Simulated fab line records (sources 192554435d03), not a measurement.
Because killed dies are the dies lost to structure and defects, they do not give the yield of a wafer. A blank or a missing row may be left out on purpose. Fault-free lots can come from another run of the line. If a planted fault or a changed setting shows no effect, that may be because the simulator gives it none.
What tool caused it? | flow n5-finfet | 32 wafers from 12 lots sampled at 5 of the route's 1938 steps

== WHAT THE GAUGES READ, wafer by wafer ==
N5_BEOL_M4_RC_MEAS_101. Usual: DIBL_N 37.4 mV/V, standard deviation 2.1; DIBL_P 37.8 mV/V, standard deviation 2.5; IOFF_N 0.19 nA/um, standard deviation 0.045; IOFF_P 0.24 nA/um, standard deviation 0.05; ION_N 682 uA/um, standard deviation 16; ION_P 467 uA/um, standard deviation 11; SS_N 71.9 mV/dec, standard deviation 0.67; SS_P 73.6 mV/dec, standard deviation 0.76; VT_N 247 mV, standard deviation 3.6; VT_P -248 mV, standard deviation 3.6.
lot  | measured     | on        | DIBL_N (mV/V)  | DIBL_P (mV/V)  | IOFF_N (nA/um) | IOFF_P (nA/um) | ION_N (uA/um) | ION_P (uA/um) | SS_N (mV/dec)  | SS_P (mV/dec)  | VT_N (mV)   | VT_P (mV)      | flag
L413 | day 8 17:21  | prober-02 | 35.1 37.9 36.0 | 34.3 36.8 33.6 | 0.15 0.19 0.14 | 0.19 0.22 0.18 | 694 690 650   | 475 465 447   | 71.3 72.0 72.1 | 72.7 73.8 73.1 | 249 244 253 | -252 -249 -252 |
L416 | day 8 23:06  | prober-02 | 38.9 35.4 33.9 | 39.8 36.1 34.6 | 0.23 0.16 0.13 | 0.29 0.22 0.20 | 704 665 682   | 477 459 477   | 73.0 72.0 71.7 | 74.0 73.6 72.8 | 242 245 250 | -244 -246 -250 |
L417 | day 9 20:37  | prober-02 | 36.2 35.6      | 37.4 36.6      | 0.16 0.16      | 0.22 0.21      | 689 695       | 470 473       | 71.4 72.0      | 73.9 73.1      | 247 249     | -248 -249      |
L418 | day 9 23:55  | prober-02 | 38.6 36.3      | 38.7 36.8      | 0.20 0.16      | 0.21 0.19      | 692 667       | 458 448       | 72.2 72.1      | 74.4 73.4      | 246 246     | -255 -254      |
L419 | day 10 01:39 | prober-01 | 40.9 36.3      | 43.1 36.8      | 0.31 0.18      | 0.38 0.25      | 709 711       | 491 492       | 72.6 71.1      | 75.3 73.5      | 238 247     | -241 -245      |
L421 | day 10 15:50 | prober-01 | 37.0 42.1 38.8 | 37.4 43.0 39.4 | 0.17 0.29 0.19 | 0.23 0.36 0.26 | 688 691 669   | 469 468 458   | 71.7 72.6 71.3 | 73.8 74.5 73.7 | 249 244 249 | -246 -241 -245 |
L422 | day 10 21:37 | prober-01 | 39.5 35.7      | 38.9 35.8      | 0.24 0.16      | 0.29 0.22      | 695 697       | 475 478       | 72.4 71.2      | 74.2 72.9      | 243 247     | -245 -246      |
L423 | day 11 05:55 | prober-01 | 41.3 40.2 39.6 | 43.0 42.4 40.5 | 0.24 0.24 0.23 | 0.33 0.32 0.28 | 676 695 713   | 463 479 481   | 72.7 72.9 72.3 | 74.0 74.7 74.7 | 245 245 245 | -246 -247 -246 |
L434 | day 14 18:05 | prober-02 | 32.9 37.6 31.9 | 33.6 38.6 32.6 | 0.11 0.20 0.10 | 0.19 0.29 0.18 | 677 699 665   | 477 483 468   | 70.8 72.1 71.5 | 72.6 74.1 72.6 | 253 245 257 | -247 -245 -248 |

== TOOL THAT RAN EACH LOT (tool first, then ch and the chambers of the sampled wafers, then the start) ==
lot  | N5_BEOL_M2_ANNEAL_87         | N5_BEOL_M2_SPUTTER_88        | N5_BEOL_M2_ECD_50              | N5_BEOL_M2_CMP_52
L413 | pvd-sputter-03, day 7 13:50  | pvd-sputter-03, day 7 13:58  | ecd-cu-02 ch 0,1, day 7 14:59  | cmp-04 ch 1,2,3, day 7 15:28
L416 | pvd-sputter-01, day 8 03:25  | pvd-sputter-01, day 8 03:34  | ecd-cu-02 ch 0,1, day 8 04:34  | cmp-01 ch 0,1,3, day 8 04:56
L417 | pvd-sputter-03, day 8 11:13  | pvd-sputter-03, day 8 17:35  | ecd-cu-01 ch 0,1, day 8 18:35  | cmp-04 ch 0, day 8 19:14
L418 | pvd-sputter-03, day 8 19:44  | pvd-sputter-03, day 8 19:52  | ecd-cu-02 ch 0, day 8 20:52    | cmp-04 ch 1,2, day 8 21:23
L419 | pvd-sputter-02, day 9 03:00  | pvd-sputter-02, day 9 03:08  | ecd-cu-02 ch 0,1, day 9 04:08  | cmp-04 ch 1,2, day 9 04:50
L421 | pvd-sputter-01, day 9 11:20  | pvd-sputter-01, day 9 11:29  | ecd-cu-02 ch 0,1, day 9 12:29  | cmp-01 ch 0,2,3, day 9 12:55
L422 | pvd-sputter-03, day 9 18:19  | pvd-sputter-03, day 9 18:28  | ecd-cu-01 ch 0,1, day 9 19:28  | cmp-01 ch 2,3, day 9 19:55
L423 | pvd-sputter-03, day 10 11:48 | pvd-sputter-03, day 10 11:56 | ecd-cu-01 ch 0,1, day 10 12:58 | cmp-01 ch 0,2, day 10 13:19
L429 | pvd-sputter-01, day 11 13:52 | pvd-sputter-01, day 11 14:00 | ecd-cu-02 ch 0,1, day 11 14:59 | cmp-01 ch 1,2,3, day 11 15:27
L431 | pvd-sputter-02, day 11 21:43 | pvd-sputter-02, day 11 21:52 | ecd-cu-02 ch 1, day 11 22:52   | cmp-01 ch 1,2,3, day 11 23:17
L430 | pvd-sputter-02, day 12 08:30 | pvd-sputter-02, day 12 08:38 | ecd-cu-01 ch 0, day 12 09:38   | cmp-02 ch 0,3, day 12 10:01
L434 | pvd-sputter-02, day 13 02:34 | pvd-sputter-02, day 13 02:43 | ecd-cu-02 ch 0,1, day 13 03:43 | cmp-02 ch 0,1,3, day 13 04:18
- N5_BEOL_M2_ANNEAL_87: time 240 s.
- N5_BEOL_M2_SPUTTER_88: material Cu, target thk 4.5 nm, time 8.29 s.
- N5_BEOL_M2_ECD_50: material Cu, target thk 300 nm.
- N5_BEOL_M2_CMP_52: polishes, stops on SiOC, t overpolish 6.8 s, target thk 40 nm.

== WHAT THE TOOLS THEMSELVES READ (means of the sampled wafers that have a number; where no wafer has one, the mark that the record gives instead) ==
N5_BEOL_M2_ANNEAL_87. Usual: heater-power-w reads 796 W (standard deviation 82).
lot  | tool           | heater-power-w (W) | flag
L413 | pvd-sputter-03 | 796                |
L416 | pvd-sputter-01 | 790                |
L417 | pvd-sputter-03 | 669                |
L418 | pvd-sputter-03 | 824                |
L419 | pvd-sputter-02 | 886                |
L421 | pvd-sputter-01 | 817                |
L422 | pvd-sputter-03 | 698                |
L423 | pvd-sputter-03 | 706                |
L429 | pvd-sputter-01 | 784                |
L431 | pvd-sputter-02 | 824                |
L430 | pvd-sputter-02 | 815                |
L434 | pvd-sputter-02 | 805                |

N5_BEOL_M2_SPUTTER_88. Usual: throttle-valve-pct reads 29.8 % (standard deviation 0.84).
lot  | tool           | throttle-valve-pct (%) | flag
L413 | pvd-sputter-03 | 29.7                   |
L416 | pvd-sputter-01 | 30.2                   |
L417 | pvd-sputter-03 | 30.2                   |
L418 | pvd-sputter-03 | 30.0                   |
L419 | pvd-sputter-02 | 28.0                   |
L421 | pvd-sputter-01 | 29.7                   |
L422 | pvd-sputter-03 | 29.7                   |
L423 | pvd-sputter-03 | 30.2                   |
L429 | pvd-sputter-01 | 29.9                   |
L431 | pvd-sputter-02 | 30.2                   |
L430 | pvd-sputter-02 | 30.2                   |
L434 | pvd-sputter-02 | 28.6                   |

N5_BEOL_M2_CMP_52. Usual: motor-current-A 6.0 A, standard deviation 0.63; time-to-endpoint-s 63 s, standard deviation 3.5.
lot  | tool   | motor-current-A (A) | time-to-endpoint-s (s) | flag
L413 | cmp-04 | 6.2                 | 65                     |
L416 | cmp-01 | 5.7                 | 64                     |
L417 | cmp-04 | 5.6                 | 60                     |
L418 | cmp-04 | 5.8                 | 64                     |
L419 | cmp-04 | 5.9                 | 59                     |
L421 | cmp-01 | 6.6                 | 67                     |
L422 | cmp-01 | 6.5                 | 64                     |
L423 | cmp-01 | 6.0                 | 63                     |
L429 | cmp-01 | 6.0                 | 0                      | OFF
L431 | cmp-01 | 5.9                 | 1                      | OFF
L430 | cmp-02 | 6.3                 | 0                      | OFF
L434 | cmp-02 | 6.2                 | 58                     |

== THE ANSWER, worked out from the rows above alone ==
Rule: lot off if the mean of its wafers having a number is beyond 3 standard deviations from the usual mean. A lot without any number at a reading at which 4 lots or more have one is off too. The other lots that the step has rows for count as sound. First the gauges in route order, then the tools' own readings, where a lot's mean is used as printed above. At the first step where some lot is off, the reading lying furthest off is the one used; lots without a number count as furthest.
Off: L429, L431, L430 (N5_BEOL_M2_CMP_52, time-to-endpoint-s).
If a tool, at that step or one of the process steps before it, ran each lot that is off and ran no sound lot following the first of them, it fits. Not one of the candidates tried fits.

== WHAT THE SIMULATOR PUT IN ==
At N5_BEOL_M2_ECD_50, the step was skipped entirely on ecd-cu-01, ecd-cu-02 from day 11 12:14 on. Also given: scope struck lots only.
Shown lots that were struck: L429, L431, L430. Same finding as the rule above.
